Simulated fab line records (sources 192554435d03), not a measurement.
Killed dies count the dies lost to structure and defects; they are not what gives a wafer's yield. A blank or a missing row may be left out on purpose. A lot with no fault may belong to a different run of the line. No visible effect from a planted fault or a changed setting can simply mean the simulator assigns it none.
Split-lot study :: flow n5 finfet :: 7 lots, 21 wafers read, on a route of 1938 steps

THE SPLIT
At N5_BEOL_M8_ILD_DEP_00 (deposits SiCOH lowk from DEMS/porogen, target thk 179.75 nm, time 33.4 s), the setting time s was moved away from the recipe's 33.4 s on 9 of the 21 wafers read, by -5.2% to +14.7%. For the rest of the wafers, this setting stayed at what the recipe calls for.

FROM THE SPLIT ON TO THE READING: in between, the file shows 1 step
- N5_BEOL_M8_CURE_74: cures SiCOH lowk, time 240 s

THE READING
M8_ILD_THK (nm), taken at N5_BEOL_M8_THK_MEAS_01. Fault-free wafers of this fab line usually give 155.6 nm, standard deviation 2.1 nm.

wafer: L074.1
tool, chamber at the split: pecvd-04, 1
time s as run, s: 37.82
against the recipe: +13.2%
M8_ILD_THK, nm: 172.1
against lot-mates on the recipe: +17.5

wafer: L074.3
tool, chamber at the split: pecvd-04, 2
time s as run, s: 37.82
against the recipe: +13.2%
M8_ILD_THK, nm: 172.0
against lot-mates on the recipe: +17.4

wafer: L074.6
tool, chamber at the split: pecvd-04, 1
time s as run, s: 33.4
against the recipe: recipe
M8_ILD_THK, nm: 154.6
against lot-mates on the recipe: -

wafer: L078.3
tool, chamber at the split: pecvd-04, 1
time s as run, s: 33.4
against the recipe: recipe
M8_ILD_THK, nm: 156.6
against lot-mates on the recipe: -

wafer: L078.4
tool, chamber at the split: pecvd-04, 0
time s as run, s: 31.67
against the recipe: -5.2%
M8_ILD_THK, nm: 152.2
against lot-mates on the recipe: -5.7

wafer: L078.6
tool, chamber at the split: pecvd-04, 2
time s as run, s: 33.4
against the recipe: recipe
M8_ILD_THK, nm: 159.1
against lot-mates on the recipe: -

wafer: L081.1
tool, chamber at the split: pecvd-02, 0
time s as run, s: 38.31
against the recipe: +14.7%
M8_ILD_THK, nm: 180.1
against lot-mates on the recipe: +23.0

wafer: L081.4
tool, chamber at the split: pecvd-02, 0
time s as run, s: 38.31
against the recipe: +14.7%
M8_ILD_THK, nm: 183.8
against lot-mates on the recipe: +26.7

wafer: L081.6
tool, chamber at the split: pecvd-02, 1
time s as run, s: 33.4
against the recipe: recipe
M8_ILD_THK, nm: 157.1
against lot-mates on the recipe: -

wafer: L084.2
tool, chamber at the split: pecvd-01, 2
time s as run, s: 36.56
against the recipe: +9.5%
M8_ILD_THK, nm: 167.3
against lot-mates on the recipe: +14.2

wafer: L084.3
tool, chamber at the split: pecvd-01, 0
time s as run, s: 33.4
against the recipe: recipe
M8_ILD_THK, nm: 153.1
against lot-mates on the recipe: -

wafer: L084.5
tool, chamber at the split: pecvd-01, 0
time s as run, s: 36.56
against the recipe: +9.5%
M8_ILD_THK, nm: 169.0
against lot-mates on the recipe: +15.9

wafer: L087.4
tool, chamber at the split: pecvd-04, 0
time s as run, s: 33.4
against the recipe: recipe
M8_ILD_THK, nm: 158.9
against lot-mates on the recipe: -

wafer: L087.5
tool, chamber at the split: pecvd-04, 2
time s as run, s: 33.4
against the recipe: recipe
M8_ILD_THK, nm: 156.2
against lot-mates on the recipe: -

wafer: L087.6
tool, chamber at the split: pecvd-04, 0
time s as run, s: 33.4
against the recipe: recipe
M8_ILD_THK, nm: 156.4
against lot-mates on the recipe: -

wafer: L093.1
tool, chamber at the split: pecvd-01, 0
time s as run, s: 33.4
against the recipe: recipe
M8_ILD_THK, nm: 155.4
against lot-mates on the recipe: -

wafer: L093.2
tool, chamber at the split: pecvd-01, 2
time s as run, s: 33.4
against the recipe: recipe
M8_ILD_THK, nm: 153.1
against lot-mates on the recipe: -

wafer: L093.6
tool, chamber at the split: pecvd-01, 0
time s as run, s: 33.4
against the recipe: recipe
M8_ILD_THK, nm: 157.1
against lot-mates on the recipe: -

wafer: L092.3
tool, chamber at the split: pecvd-01, 1
time s as run, s: 32.09
against the recipe: -3.9%
M8_ILD_THK, nm: 147.6
against lot-mates on the recipe: -7.2

wafer: L092.5
tool, chamber at the split: pecvd-01, 0
time s as run, s: 32.09
against the recipe: -3.9%
M8_ILD_THK, nm: 149.9
against lot-mates on the recipe: -4.9

wafer: L092.6
tool, chamber at the split: pecvd-01, 2
time s as run, s: 33.4
against the recipe: recipe
M8_ILD_THK, nm: 154.8
against lot-mates on the recipe: -

FIT RESULTS
A straight line over all 21 wafers: M8_ILD_THK changes by +1.47 nm for each +1% of time s; r = +0.96; the points scatter about the line by 2.7 nm.
The same after taking each lot's own level away (the mean of its wafers on the recipe; 21 wafers): +1.52 nm for each +1%; r = +0.99; scatter 1.8 nm.
Per that fit: largest time s move, reading shift of 22 nm.
The span of the lots' own levels, 153.10 to 157.85 nm, comes to 2.3 times the standard deviation stated above.
So the lot-to-lot level changes the slope little: the two slopes agree.
Check: for one of the wafers moved furthest among these (+14.7%), held out of the fit, the line's prediction against its lot-mates is +22.3 nm. Against them it came out at +23 nm.

FURTHER SPLITS ON THESE WAFERS
Other splits were also applied to these wafers ahead of the reading. Each is held against what the fit with the lots' levels taken away leaves over:
other split on the same wafers: N5_BEOL_M6_TRENCH_ETCH_37 bias w
wafers away from the commonest value: 8
r with M8_ILD_THK (lot level and that fit taken away): -0.28

other split on the same wafers: N5_BEOL_M7_DEP_56 time s
wafers away from the commonest value: 8
r with M8_ILD_THK (lot level and that fit taken away): -0.28

THE WHOLE CHAIN: every reading that the file lists as answering this split, in the file's order
step: N5_BEOL_M8_ILD_DEP_00
what it does: deposits SiCOH lowk from DEMS/porogen, target thk 179.75 nm, time 33.4 s
reading: SiCOH_lowk_of_BEOL_M8_ILD_DEP_00.thk nm (the simulator's own value, which no gauge read)
change (the file's fit): +1.74 nm for each +1% of the setting
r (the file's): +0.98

step: N5_BEOL_M8_CURE_74
what it does: cures SiCOH lowk, time 240 s
reading: SiCOH_lowk_of_BEOL_M8_ILD_DEP_00.thk nm (the simulator's own value, which no gauge read)
change (the file's fit): +1.51 nm for each +1% of the setting
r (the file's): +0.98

step: N5_BEOL_M8_THK_MEAS_01
what it does: 
reading: M8_ILD_THK
change (the file's fit): +1.51 for each +1% of the setting
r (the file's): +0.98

THE FILE'S OWN FIT
M8_ILD_THK changes by +1.51 nm for each +1% of time s, r = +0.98.
